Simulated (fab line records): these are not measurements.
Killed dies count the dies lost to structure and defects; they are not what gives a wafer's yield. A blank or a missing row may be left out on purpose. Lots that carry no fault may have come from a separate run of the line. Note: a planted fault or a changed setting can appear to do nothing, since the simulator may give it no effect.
Which tool is to blame? -- flow n5-finfet -- 33 wafers from 11 lots sampled at 2 of the route's 1938 steps

== WHAT EACH GAUGE READ, for each wafer ==
N5_BEOL_M5_THK_MEAS_01.
lot,measured,on,M5_ILD_THK (nm)
L768,day 9 12:34,film-metro-01,117.2 120.5 118.7
L771,day 9 22:39,film-metro-02,120.8 121.2 120.7
L773,day 10 08:55,film-metro-02,119.1 119.6 121.7
L774,day 10 11:59,film-metro-02,123.0 119.9 123.3
L775,day 10 22:54,film-metro-01,121.4 120.1 120.8
L776,day 11 00:00,film-metro-01,119.9 123.5 124.8
L783,day 12 21:18,film-metro-02,122.3 123.4 120.3
L786,day 13 15:08,film-metro-01,117.1 119.5 119.9
L790,day 14 09:11,film-metro-01,119.8 121.7 122.4
L789,day 14 16:19,film-metro-01,117.6 119.7 119.4
L791,day 14 17:23,film-metro-02,119.2 122.4 121.2

== WHAT TOOL EACH LOT RAN ON (gives the tool, then ch and the chambers of the sampled wafers, and finally the start) ==
lot,N5_BEOL_M4_ANNEAL_80
L768,"pvd-sputter-02, day 9 08:19"
L771,"pvd-sputter-02, day 9 18:30"
L773,"pvd-sputter-01, day 10 04:20"
L774,"pvd-sputter-03, day 10 07:53"
L775,"pvd-sputter-03, day 10 18:10"
L776,"pvd-sputter-01, day 10 19:54"
L783,"pvd-sputter-02, day 12 16:55"
L786,"pvd-sputter-01, day 13 09:28"
L790,"pvd-sputter-01, day 14 04:08"
L789,"pvd-sputter-03, day 14 11:36"
L791,"pvd-sputter-02, day 14 13:17"
- N5_BEOL_M4_ANNEAL_80: time 240 s.

== WHAT THE TOOLS THEMSELVES READ (means of the sampled wafers that have a number; where no wafer has one, the mark that the record gives instead) ==
N5_BEOL_M4_ANNEAL_80.
lot,tool,heater-power-w (W)
L768,pvd-sputter-02,884
L771,pvd-sputter-02,939
L773,pvd-sputter-01,790
L774,pvd-sputter-03,823
L775,pvd-sputter-03,752
L776,pvd-sputter-01,833
L783,pvd-sputter-02,887
L786,pvd-sputter-01,753
L790,pvd-sputter-01,758
L789,pvd-sputter-03,804
L791,pvd-sputter-02,812

== THE ANSWER, worked out from the rows above alone ==
Rule: usual is defined by the lots themselves. The widest of any qualifying gaps counts: lots, ordered by their means at a reading, are off when they make up no more than a third of the lots, leave a main group of 4 or more, and stand apart from it by 3 or more times the standard deviation of that group's means. A main group whose means are all the same, to the digits that the tables above print for the reading, isn't used. A lot without any number at a reading at which 4 lots or more have one is off too. All remaining lots with rows at the step are treated as sound. After the gauges, taken in route order, come the tools' own readings; for these a lot's mean is taken, as printed above. The first step at which some lot is off is used, and at that step the reading that is off furthest; a lot without a number counts as furthest.
No lot is off on any of the readings shown, so nothing can be concluded from this.

== WHAT THE SIMULATOR PUT IN ==
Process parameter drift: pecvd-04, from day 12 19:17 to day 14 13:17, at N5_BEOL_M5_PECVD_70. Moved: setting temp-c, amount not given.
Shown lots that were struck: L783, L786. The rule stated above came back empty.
